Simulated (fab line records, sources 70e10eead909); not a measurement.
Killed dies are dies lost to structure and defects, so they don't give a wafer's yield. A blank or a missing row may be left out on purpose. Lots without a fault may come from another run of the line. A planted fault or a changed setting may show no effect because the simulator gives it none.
A struck lot beside a sound one | flow nand_harc | 40 steps out of a route of 1159
Sound: wafers L559.1, L559.5, L559.6. Struck: wafers L563.3, L563.4, L563.5. The cause comes at the end.
At each step with rows: each side's tool, then ch and its chambers, then its first start. Under that, the readings that differ: sound wafers | struck wafers | difference of the means | sigmas: that difference in standard deviations of wafers without a fault.
alike: readings whose means differ by less than 2 such deviations, and words and numbers that are the same on both sides. not compared: withheld readings, readings that some wafer has no value for, bounds like >300 that may hide the same value, and numbers for which the record gives no deviation and whose values overlap.
The two part at a step that has a row with sigmas, a row that says differs or no value, or rows on one side only. Numbers that don't overlap but have no deviation are shown without sigmas and don't part them. A reading that every wafer of one side lacks parts them only if that side has two wafers or more.

first, 5 steps without rows for these wafers: NHARC_A_STAIRCASE_HARDBAKE_10 (time 140 s); NHARC_A_STAIRCASE_DESCUM_11 (chemistry O2, time 3 s); NHARC_A_STAIRCASE_TRIM_12 (chemistry O2, time 211.2 s); NHARC_A_STAIRCASE_ETCH_13 (etches the open film in C4F8/O2, target depth 100 nm, time 40.5 s); NHARC_A_STAIRCASE_TRIM_14 (chemistry O2, time 211.2 s).
NHARC_A_STAIRCASE_ETCH_15: etches the open film in C4F8/O2, target depth 100 nm, time 40.5 s.
  sound on rie_diel-13 ch 0,2,3; struck on rie_diel-13 ch 1,2,3
  alike: oes_product_au, rf_vpp_V
  not compared: rf_hours_counter_h
then, 3 steps without rows for these wafers: NHARC_A_STAIRCASE_TRIM_16 (chemistry O2, time 211.2 s); NHARC_A_STAIRCASE_ETCH_17 (etches the open film in C4F8/O2, target depth 100 nm, time 40.5 s); NHARC_A_STAIRCASE_TRIM_18 (chemistry O2, time 211.2 s).
NHARC_A_STAIRCASE_ETCH_19: etches the open film in C4F8/O2, target depth 100 nm, time 40.5 s.
  sound on rie_diel-13 ch 0,1; struck on rie_diel-13 ch 0,2,3
  alike: oes_product_au, rf_vpp_V
  not compared: rf_hours_counter_h
NHARC_A_STAIRCASE_TRIM_20: chemistry O2, time 211.2 s.
  sound on rie_diel-13 ch 1,2, day 11 18:10; struck on rie_diel-01 ch 0,1,3, day 13 01:04
  alike: drypump_motor_current_A, oes_product_au, rf_vpp_V, showerhead_plenum_p_Torr, throttle_valve_pct
  not compared: rf_hours_counter_h
NHARC_A_STAIRCASE_ETCH_21: etches the open film in C4F8/O2, target depth 100 nm, time 40.5 s.
  sound on rie_diel-13 ch 0,1,2, day 11 18:22; struck on rie_diel-01 ch 0,3, day 13 01:16
  alike: oes_product_au, rf_vpp_V
  not compared: rf_hours_counter_h
then, 2 steps without rows for these wafers: NHARC_A_STAIRCASE_TRIM_22 (chemistry O2, time 211.2 s); NHARC_A_STAIRCASE_ETCH_23 (etches the open film in C4F8/O2, target depth 100 nm, time 40.5 s).
NHARC_A_STAIRCASE_TRIM_24: chemistry O2, time 211.2 s.
  sound on rie_diel-13 ch 0,1,2; struck on rie_diel-01 ch 1,3
  alike: drypump_motor_current_A, oes_product_au, rf_vpp_V, showerhead_plenum_p_Torr, throttle_valve_pct
  not compared: rf_hours_counter_h
then, 16 steps without rows for these wafers: NHARC_A_STAIRCASE_ETCH_25 (etches the open film in C4F8/O2, target depth 100 nm, time 40.5 s); NHARC_A_STAIRCASE_TRIM_26 (chemistry O2, time 211.2 s); NHARC_A_STAIRCASE_ETCH_27 (etches the open film in C4F8/O2, target depth 100 nm, time 40.5 s); NHARC_A_STAIRCASE_STRIP_175 (strips in O2); NHARC_A_STAIRCASE_STRIP_148 (strips in SPM, time 900 s); NHARC_A_STAIRCASE_PRECLEAN_149 (cleans in SC1); NHARC_A_STAIRCASE_SRD_150; NHARC_A_STAIRCASE_DEHYDRATE_176 (time 120 s); NHARC_A_STAIRCASE_HMDS_177 (time 30 s); NHARC_A_STAIRCASE_COAT_178; NHARC_A_STAIRCASE_SOFTBAKE_179 (time 170 s); NHARC_A_STAIRCASE_EBR_180; NHARC_A_STAIRCASE_EXPOSE_181 (exposes mask STAIR 2); NHARC_A_STAIRCASE_PEB_182 (peb time 130 s); NHARC_A_STAIRCASE_DEVELOP_183 (time 140 s); NHARC_A_STAIRCASE_HARDBAKE_185 (time 140 s).
NHARC_A_STAIRCASE_DESCUM_186: chemistry O2, time 3 s.
  sound on rie_diel-13 ch 0,3, day 11 20:55; struck on rie_diel-13 ch 1,3, day 13 03:49
  reading                         | sound          | struck         | difference | sigmas
  rf_vpp_V (V)                    | 56.4 57.7 56.9 | 58.0 60.6 58.6 | +2.1       | +2
  showerhead_plenum_p_Torr (Torr) | 1.81 1.81 1.76 | 1.98 2.08 2.08 | +0.25      | +3
  alike: drypump_motor_current_A, oes_product_au, throttle_valve_pct
  not compared: rf_hours_counter_h
then, 7 steps without rows for these wafers: NHARC_A_STAIRCASE_TRIM_187 (chemistry O2, time 211.2 s); NHARC_A_STAIRCASE_ETCH_188 (etches the open film in C4F8/O2, target depth 100 nm, time 40.5 s); NHARC_A_STAIRCASE_TRIM_189 (chemistry O2, time 211.2 s); NHARC_A_STAIRCASE_ETCH_190 (etches the open film in C4F8/O2, target depth 100 nm, time 40.5 s); NHARC_A_STAIRCASE_TRIM_191 (chemistry O2, time 211.2 s); NHARC_A_STAIRCASE_ETCH_192 (etches the open film in C4F8/O2, target depth 100 nm, time 40.5 s); NHARC_A_STAIRCASE_TRIM_193 (chemistry O2, time 211.2 s).
-- the record jumps here: 9 days lie between the struck wafers' starts before and after (it left off in module A_STAIRCASE and takes up again in module END, whose first step shown is number 1159 of the route) --
NHARC_END_SORT_01:
  the record has rows for the struck wafers here (prober-02 ch 0, day 21 17:08) and none for the sound ones

WHERE THEY PART
First at NHARC_A_STAIRCASE_DESCUM_186; last, within this record, at NHARC_END_SORT_01.

WHY: what the simulator had put in
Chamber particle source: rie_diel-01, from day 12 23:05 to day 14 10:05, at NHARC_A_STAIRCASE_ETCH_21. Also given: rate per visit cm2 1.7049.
